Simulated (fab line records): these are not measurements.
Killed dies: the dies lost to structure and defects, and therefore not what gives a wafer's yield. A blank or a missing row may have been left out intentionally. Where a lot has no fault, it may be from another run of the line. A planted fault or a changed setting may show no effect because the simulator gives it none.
Struck lot and sound lot, side by side -- flow nand-harc -- 14 steps out of a route of 1302
Sound: these wafers, L906.1, L906.2, L906.5. The struck wafers were L913.2, L913.3, L913.4. At the end, the cause is stated.
At each step with rows: each side's tool, then ch and its chambers, then its first start. Under that, the readings that differ: sound wafers -- struck wafers -- difference of the means -- sigmas: that difference in standard deviations of wafers without a fault.
alike: a reading whose means differ by less than 2 such deviations, as well as words and numbers matching on both sides. not compared: withheld readings; readings where some wafer has no value; bounds like >300 that might hide an equal value; numbers whose values overlap and for which the record gives no deviation.
Wherever a step has rows on one side only, a row that says differs or no value, or a row with sigmas, the two part there. Numbers that have no deviation but don't overlap get no sigmas and don't part them. A reading missing from all wafers of one side parts the sides only when that side holds two or more wafers.

first, 4 steps without rows for these wafers: NHARC_A_CHANNEL_HOLE_D2_ETCH_44 (etches the open film in CF4/O2, target depth 140 nm, overetch 14 nm, time 77 s); NHARC_A_CHANNEL_HOLE_D2_STRIP_28 (strips in O2); NHARC_A_CHANNEL_HOLE_D2_PRECLEAN_29 (cleans in SC1); NHARC_A_CHANNEL_HOLE_D2_SRD_30.
NHARC_A_CHANNEL_HOLE_D2_CD_MEAS_31:
  sound: cd-sem-02 at day 14 16:02; struck: cd-sem-02 at day 17 17:35
  alike: cd-nm
NHARC_A_CHANNEL_HOLE_D2_XSEM_32:
  sound on xsem-01 ch 0, day 14 16:08; struck on xsem-02 ch 0, day 17 17:40
reading,sound,struck,difference,sigmas
bow-nm (nm),8.95 8.82 8.96,8.34 8.30 8.30,-0.60,-3
  alike: bot-cd-nm, tilt-deg
NHARC_A_CHANNEL_HOLE_D2_INSPECT_40:
  sound: defect-inspect-02 at day 14 16:13; struck: defect-inspect-02 at day 17 17:46
  alike: raw-defect-count
then, 2 steps without rows for these wafers: NHARC_A_CHANNEL_FILL_D2_PRECLEAN_00 (cleans in SC1); NHARC_A_CHANNEL_FILL_D2_SRD_01.
NHARC_A_CHANNEL_FILL_D2_ALD_02: deposits SiO2, target thk 6 nm, pulse time 10 s, ald cycles 60.
  sound on ald-hk-01 ch 0,2, day 14 16:29; struck on ald-hk-03 ch 0,2,3, day 17 17:58
  alike: ald-cycles, heater-power-w, precursor-pulse-height-rel
NHARC_A_CHANNEL_FILL_D2_ALD_03: deposits SiNx, target thk 6 nm, pulse time 60 s, ald cycles 58.
  sound on ald-sin-batch-01 ch 0; struck on ald-sin-batch-03 ch 0
  alike: ald-cycles, precursor-pulse-height-rel
NHARC_A_CHANNEL_FILL_D2_ALD_14: deposits SiO2, target thk 2.5 nm, pulse time 10 s, ald cycles 25.
  sound on ald-hk-01 ch 1,3, day 14 23:31; struck on ald-hk-03 ch 0,1,3, day 18 01:19
  alike: ald-cycles, heater-power-w, precursor-pulse-height-rel
NHARC_A_CHANNEL_FILL_D2_ALD_15: deposits SiNx, target thk 2 nm, pulse time 60 s, ald cycles 19.
  sound on ald-sin-batch-02 ch 0, day 15 02:38; struck on ald-sin-batch-01 ch 0, day 18 04:26
reading,sound,struck,difference,sigmas
ald-cycles,19 19 19,20 20 20,+1,
  alike: precursor-pulse-height-rel
NHARC_A_CHANNEL_FILL_D2_ALD_16: deposits SiO2, target thk 1.5 nm, pulse time 10 s, ald cycles 15.
  sound on ald-hk-01 ch 0,3, day 15 04:40; struck on ald-hk-01 ch 0,1,2, day 18 06:31
  alike: ald-cycles, heater-power-w, precursor-pulse-height-rel

== WHERE THEY PART ==
NHARC_A_CHANNEL_HOLE_D2_XSEM_32 only, going by this record. Later steps at which nothing parts them and some readings are alike: NHARC_A_CHANNEL_HOLE_D2_INSPECT_40, NHARC_A_CHANNEL_FILL_D2_ALD_02, NHARC_A_CHANNEL_FILL_D2_ALD_03, NHARC_A_CHANNEL_FILL_D2_ALD_14, NHARC_A_CHANNEL_FILL_D2_ALD_15, NHARC_A_CHANNEL_FILL_D2_ALD_16.

WHY: what the simulator had put in
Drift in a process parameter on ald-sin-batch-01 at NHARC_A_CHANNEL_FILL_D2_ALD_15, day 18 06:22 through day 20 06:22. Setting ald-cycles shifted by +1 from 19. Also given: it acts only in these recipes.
